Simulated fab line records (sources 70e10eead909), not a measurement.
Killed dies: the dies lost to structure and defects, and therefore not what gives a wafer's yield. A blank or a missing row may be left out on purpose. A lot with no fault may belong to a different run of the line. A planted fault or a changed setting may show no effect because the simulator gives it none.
Which tool did it? + flow nand harc + 18 wafers from 6 lots sampled at 5 of the route's 1302 steps

== WHAT THE GAUGES SHOWED, per wafer ==
NHARC_END_SORT_01.
| lot  | measured     | on        | killed at array |
|------|--------------|-----------|-----------------|
| L793 | day 25 12:03 | prober-01 | 62 47 81        |
| L797 | day 27 20:25 | prober-02 | 47 48 64        |
| L799 | day 28 08:26 | prober-02 | 47 59 47        |
| L806 | day 31 06:34 | prober-01 | 144 158 96      |
| L810 | day 32 07:11 | prober-01 | 66 38 66        |
| L813 | day 34 09:34 | prober-01 | 60 73 82        |

== EACH LOT AND THE TOOL THAT RAN IT (in order: tool; ch and the chambers of the sampled wafers; start) ==
| lot  | NHARC_A_CONTACT_DESCUM_74          | NHARC_A_CONTACT_ETCH_75            | NHARC_A_CONTACT_ETCH_127             | NHARC_A_CONTACT_ETCH_132             |
|------|------------------------------------|------------------------------------|--------------------------------------|--------------------------------------|
| L793 | rie diel-11 ch 0,2,3, day 22 19:33 | rie diel-11 ch 2,3, day 22 19:52   | har cap etch-01 ch 0,1, day 22 22:55 | har cap etch-01 ch 0,1, day 22 23:48 |
| L797 | rie diel-11 ch 0,2,3, day 25 07:37 | rie diel-11 ch 0,3, day 25 07:41   | har cap etch-01 ch 0,1, day 25 09:46 | har cap etch-01 ch 0,1, day 25 10:38 |
| L799 | rie diel-06 ch 0,1, day 25 15:51   | rie diel-06 ch 0,1, day 25 16:05   | har cap etch-01 ch 0,1, day 25 19:36 | har cap etch-01 ch 0,1, day 25 20:29 |
| L806 | rie diel-11 ch 0,2,3, day 28 19:12 | rie diel-11 ch 0,1,3, day 28 19:17 | har cap etch-01 ch 0,1, day 28 21:27 | har cap etch-01 ch 0,1, day 28 22:20 |
| L810 | rie diel-06 ch 1,2,3, day 29 13:37 | rie diel-06 ch 0,1,2, day 29 13:43 | har cap etch-01 ch 0,1, day 29 15:46 | har cap etch-01 ch 0,1, day 29 16:39 |
| L813 | rie diel-04 ch 0,2, day 31 16:47   | rie diel-04 ch 0,2,3, day 31 16:52 | har cap etch-03 ch 0,1, day 31 18:54 | har cap etch-03 ch 0,1, day 31 19:47 |
- NHARC_A_CONTACT_DESCUM_74: chemistry O2, time 3 s.
- NHARC_A_CONTACT_ETCH_75: etches the open film in CF4, target depth 39 nm, time 65 s.
- NHARC_A_CONTACT_ETCH_127: etches the open film in C4F8/O2/Ar, time 197 s, target depth 1918 nm.
- NHARC_A_CONTACT_ETCH_132: etches the open film in C4F8/O2/Ar, time 197 s, target depth 1924 nm.

== THE ANSWER, worked out from the rows above alone ==
Rule: the lots themselves supply what counts as usual. Put in order of their means at a reading, lots are off if they are a third of the lots or fewer, leave a main group of 4 or more, and stand apart from it by a gap of 3 or more times the standard deviation of the main group's means; of several such gaps the widest counts. If all means in a main group match to the digits the tables above print for the reading, that group is not used. A lot without any number at a reading at which 4 lots or more have one is off too. Where the step has rows for the other lots, those lots are counted as sound.
Off at NHARC_END_SORT_01 (killed at array): L806. Mean 59 and standard deviation 7.5 in the main group.
A tool fits if, at a process step before that reading, it ran every lot that is off, and no sound lot after the first of them. Those tools and the gauges at NHARC_END_SORT_01 are tried in the same way. One candidate fits, namely rie diel-11 at NHARC_A_CONTACT_DESCUM_74 and NHARC_A_CONTACT_ETCH_75. At NHARC_A_CONTACT_DESCUM_74 its last sound lot is L797 (day 25 07:37), its first lot that is off L806 (day 28 19:12): a fault that began between those two fits.

== WHAT THE SIMULATOR HAD PUT IN ==
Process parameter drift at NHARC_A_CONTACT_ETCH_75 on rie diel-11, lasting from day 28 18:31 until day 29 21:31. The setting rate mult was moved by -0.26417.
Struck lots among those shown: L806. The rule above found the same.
